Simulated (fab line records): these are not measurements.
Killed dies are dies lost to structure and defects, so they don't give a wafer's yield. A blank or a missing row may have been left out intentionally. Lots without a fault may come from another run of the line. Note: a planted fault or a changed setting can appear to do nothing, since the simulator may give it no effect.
2 desks, one fault ; flow nand-harc ; each desk holds nothing but its own numbers, with what lay behind them at the end

== AT THE METROLOGY DESK ==
Lot by lot, what the gauges showed, no matter which tool ran the lot: averages of those sampled wafers that carry a number. A lot is out of limits, marked OUT, if its mean lies more than 4 standard deviations from the usual mean; the brackets give that distance.
Columns: A = cd-nm at NHARC_THIN_TSV_CD_MEAS_16, usual 1000.5 nm
lot;first seen here;A
L698;day 18 12:17;999.4
L700;day 18 19:06;1003.2
L699;day 19 04:08;998.9
L702;day 19 11:44;1001.3
L705;day 20 11:54;1002.8
L704;day 20 13:15;1000.3
L706;day 20 19:46;1000.3
L707;day 20 20:56;1000.7
L709;day 21 05:58;1002.6
L711;day 21 23:17;1000.7
L710;day 22 00:44;999.7
L716;day 22 18:49;1000.1
L720;day 24 06:37;1000.1
L721;day 24 18:33;999.8
This desk's verdict: no lot among the 14 shows anything out of limits.

== TOOL OWNER'S DESK, rie-metal-01 ==
The tool's own readings at NHARC_THIN_TSV_ETCH_59 (etches the open film in Cl2/BCl3, target depth 880 nm, time 138.1 s): means of the sampled wafers that have a number, for each lot that ran on this tool. A lot is out of limits, marked OUT, if its mean lies more than 4 standard deviations from the usual mean; the brackets give that distance.
Columns: A = bcl3-flow-sccm at NHARC_THIN_TSV_ETCH_59, usual 29.99 sccm; B = bias-w at NHARC_THIN_TSV_ETCH_59, usual 99.98 W; C = drypump-motor-current-A at NHARC_THIN_TSV_ETCH_59, usual 5.6 A; D = oes-product-au at NHARC_THIN_TSV_ETCH_59, usual 1.004 a.u.; E = run-length-s at NHARC_THIN_TSV_ETCH_59, usual 159.6 s; F = throttle-valve-pct at NHARC_THIN_TSV_ETCH_59, usual 22.265 %
lot;first seen here;A;B;C;D;E;F
L702;day 19 16:50;30.00;99.66;6.0;1.008;159.8;22.267
L705;day 20 17:06;30.00;99.67;6.0;1.008;160.0;22.263
L707;day 21 02:08;30.00;100.17;6.0;1.005;159.8;22.275
L709;day 21 11:32;30.04;99.81;6.1;0.996;160.0;22.274
L711;day 22 04:43;29.99;99.91;6.0;1.000;130.5 (-55) OUT;22.257
L716;day 23 00:48;30.06;99.96;6.0;0.988;130.3 (-55) OUT;22.269
Finding of this desk: L711, L716 out of limits; the first was L711 at day 22 04:43, on run-length-s at NHARC_THIN_TSV_ETCH_59. L702, L705, L707, L709: within limits.

== PUT TOGETHER ==
On L711, L716, at day 22 04:43, an alarm was possible from the tool owner's desk.
From the metrology desk's view, nothing was out of limits.
The metrology desk holds a record of L711, L716, inside its limits.
NHARC_THIN_TSV_ETCH_59 was run on rie-metal-01 by each of the lots named.

== WHAT THE SIMULATOR PUT IN ==
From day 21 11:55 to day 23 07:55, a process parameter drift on rie-metal-01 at NHARC_THIN_TSV_ETCH_59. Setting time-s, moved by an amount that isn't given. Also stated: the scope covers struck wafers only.
Struck lots among those shown: L711, L716.
Each desk's first reading out of limits, in hours after the fault started: the tool owner's desk, 17.
